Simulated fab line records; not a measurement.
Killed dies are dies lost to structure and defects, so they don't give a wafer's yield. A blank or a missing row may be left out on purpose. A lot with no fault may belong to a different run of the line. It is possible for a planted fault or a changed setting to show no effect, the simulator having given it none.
A lot that was struck, set against a sound lot :: flow n5_finfet :: 39 steps out of a route of 1938
Sound: wafers L495.2, L495.3, L495.6. Struck: wafer L496.6 (L496.2, L496.3, from the same lot, were not struck and are left out); the cause is given at the end.
For every step that has rows: the tool of each side, followed by ch and its chambers, followed by its first start. Under that, the readings that differ: sound wafers :: struck wafers :: difference of the means :: sigmas: that difference in standard deviations of wafers without a fault.
alike: words and numbers the same on both sides, and readings whose means are apart by under 2 such deviations; not compared: readings that were withheld, readings missing a value for some wafer, numbers with overlapping values and no deviation given by the record, and bounds like >300 which may hide the same value.
A row with sigmas, a row that says differs or no value, or rows on one side alone: a step with any of these is where the two part. Numbers that don't overlap but have no deviation are shown without sigmas and don't part them. Lack of a reading on every wafer of one side parts them only where that side has two or more wafers.

first, 9 steps without rows for these wafers: N5_HKMG_FIN_SOFTBAKE_07 (time 60 s); N5_HKMG_FIN_EXPOSE_09 (exposes mask NWFM); N5_HKMG_FIN_PEB_10 (peb time 60 s); N5_HKMG_FIN_DEVELOP_11 (develop time 30 s); N5_HKMG_FIN_DESCUM_17 (chemistry O2, time 7.9 s); N5_HKMG_FIN_ETCH_31 (etches SiARC in CF4, target depth 45.5 nm, time 75.8 s); N5_HKMG_FIN_ETCH_32 (etches SOC in N2/H2, target depth 240 nm, time 300 s); N5_HKMG_FIN_STRIP_33 (strips in N2/H2); N5_HKMG_FIN_STRIP_34 (strips in CF4).
N5_HKMG_FIN_ETCH_35: etches SOC in N2/H2, target depth 215.8 nm, time 243.4 s.
  sound on rie_diel-06 ch 0,2, day 8 12:17; struck on rie_diel-01 ch 3, day 8 17:35
reading: oes_product_au (a.u.)
sound: 0.75 0.76 0.76
struck: 0.92
difference: +0.16
sigmas: +2

reading: run_length_s (s)
sound: 266.1 266.1 265.9
struck: 210.9
difference: -55.1
sigmas: -93

reading: throttle_valve_pct (%)
sound: 18.1 17.9 17.9
struck: 17.3
difference: -0.7
sigmas: -2

reading: model.etch.depth_nm (nm)
sound: 213.7 214.7 215.6
struck: 166.8
difference: -47.9
sigmas: 

reading: model.HKMG_FIN.feature_depth_nm (nm)
sound: 213.8 214.6 215.6
struck: 166.8
difference: -47.9
sigmas: 

reading: model.SOC_of_HKMG_FIN_COAT_29.thk_nm (nm)
sound: 86.4 85.2 84.8
struck: 133.6
difference: +48.1
sigmas: 
  alike: drypump_motor_current_A, rf_vpp_V, showerhead_plenum_p_Torr
  not compared: rf_fwd_power_W, rf_hours_counter_h
N5_HKMG_FIN_STRIP_92: strips SOC in N2/H2, time 20 s.
  sound on rie_diel-06 ch 0,2, day 8 12:26; struck on rie_diel-01 ch 3, day 8 17:44
reading: oes_product_au (a.u.)
sound: 0.74 0.77 0.76
struck: 0.93
difference: +0.17
sigmas: +2

reading: model.SOC_of_HKMG_FIN_COAT_29.thk_nm (nm)
sound: 76.4 75 74.6
struck: 123.2
difference: +47.9
sigmas: 
  alike: drypump_motor_current_A, rf_fwd_power_W, rf_vpp_V, showerhead_plenum_p_Torr, throttle_valve_pct
  not compared: rf_hours_counter_h
then, 26 steps without rows for these wafers: N5_HKMG_FIN_WET_ETCH_18 (etches TiN in SC1, time 55 s, target depth 5.2 nm, rinse time 30 s); N5_HKMG_FIN_STRIP_19 (strips in N2/H2, time 360 s); N5_HKMG_FIN_ALD_91 (deposits TiN, target thk 1 nm, pulse time 1 s, purge time 3 s); N5_HKMG_FIN_COAT_85 (time 60 s, resist thk 300 nm); N5_HKMG_FIN_ETCH_86 (etches SOC in N2/H2, stops on TiN, target depth 393.2 nm); N5_HKMG_FIN_STRIP_89 (strips SOC in N2/H2, time 20 s); N5_HKMG_FIN_WET_ETCH_87 (etches TiN in SC1, time 154.2 s, target depth 4.7 nm, rinse time 30 s); N5_HKMG_FIN_STRIP_88 (strips in N2/H2, time 360 s); N5_HKMG_FIN_NWFM_ALD_20 (deposits TiAlC, target thk 2 nm, pulse time 3 s, purge time 2 s); N5_HKMG_FIN_ALD_71 (deposits TiN, target thk 1 nm, pulse time 1 s, purge time 3 s); N5_HKMG_FIN_COAT_66 (time 60 s, resist thk 300 nm); N5_HKMG_FIN_ETCH_67 (etches SOC in N2/H2, stops on TiN, target depth 388.9 nm); N5_HKMG_FIN_STRIP_90 (strips SOC in N2/H2, time 20 s); N5_HKMG_FIN_WET_ETCH_73 (etches the open film in SC1, time 42.3 s, target depth 1.3 nm, rinse time 30 s); N5_HKMG_FIN_ETCHBACK_68 (etches the open film in Cl2/Ar, stops on HfO2, target depth 0.5 nm); N5_HKMG_FIN_STRIP_69 (strips in N2/H2, time 360 s); N5_HKMG_FIN_ALD_21 (deposits TiN, target thk 1.5 nm, pulse time 1 s, purge time 3 s); N5_HKMG_FIN_ALD_72 (deposits W, target thk 2 nm, pulse time 1 s, purge time 2 s); N5_HKMG_FIN_W_FILL_22 (material W, target thk 60 nm, time 18.2 s); N5_HKMG_FIN_PRECLEAN_83 (cleans in DIW, time 57.5 s); N5_HKMG_FIN_SRD_84 (dry time 32 s); N5_HKMG_FIN_CMP_23 (polishes, stops on SiNx, t overpolish 10 s, target thk 46.326 nm); N5_HKMG_FIN_CMP_94 (polishes, stops on SiNx, t overpolish 4.7 s, target thk 43.299 nm); N5_GATE_CUT_ETCHBACK_00 (etches W in SF6/Cl2); N5_GATE_CUT_ETCH_56 (etches TiN in Cl2/Ar, target depth 21.6 nm); N5_GATE_CUT_ETCHBACK_30 (etches TiN in Cl2/Ar, target depth 3 nm).
-- record jumps: 5 days separate the struck wafers' starts on either side; left off in module GATE_CUT, taken up again in module BEOL_M4, whose first shown step is the route's number 1111 --
N5_BEOL_M4_RC_MEAS_101:
  sound on prober-02 ch 0, day 13 11:48; struck on prober-01 ch 0, day 13 11:55
reading: IOFF_P (nA/um)
sound: 0.24 0.23 0.25
struck: 0.16
difference: -0.08
sigmas: -2

reading: ION_N (uA/um)
sound: 682 689 676
struck: 622
difference: -60
sigmas: -6

reading: ION_P (uA/um)
sound: 470 475 467
struck: 449
difference: -22
sigmas: -3

reading: VT_N (mV)
sound: 249.8 249.4 250.6
struck: 257.6
difference: +7.7
sigmas: +3

reading: VT_P (mV)
sound: -247 -248 -246
struck: -259
difference: -12
sigmas: -4
  alike: DIBL_N, DIBL_P, IOFF_N, SS_N, SS_P
-- a jump in the record: the struck wafers' starts before and after are 4 days apart (it breaks off in module BEOL_M4 and resumes in module PASSIVATION, where the first step shown is number 1936 of the route) --
N5_PASSIVATION_PROBE_49:
  struck on prober-02, day 17 18:33; sound on prober-01, day 17 22:40
reading: killed_at_M4_up
sound: 14 15 12
struck: 29
difference: +15
sigmas: +3

reading: sort_bin_8_speed (%)
sound: 0 0 0
struck: 13.14
difference: +13.14
sigmas: 

reading: sort_n_pass
sound: 1068 1075 1055
struck: 892
difference: -174
sigmas: -11

reading: sort_yield_pct (%)
sound: 90.5 91.1 89.4
struck: 75.6
difference: -14.7
sigmas: -11
  alike: defect_limited_yield, killed_at_M0_to_M3, killed_at_contacts, killed_at_front_end, killed_at_other, killed_dies, killed_open, killed_short, sort_bin_5_function, sort_bin_6_memory

WHERE THEY PART
First at N5_HKMG_FIN_ETCH_35; last, within this record, at N5_PASSIVATION_PROBE_49.

WHY: what the simulator had put in
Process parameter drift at N5_HKMG_FIN_ETCH_35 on rie_diel-01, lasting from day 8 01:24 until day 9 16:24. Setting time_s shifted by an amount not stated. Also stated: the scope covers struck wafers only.
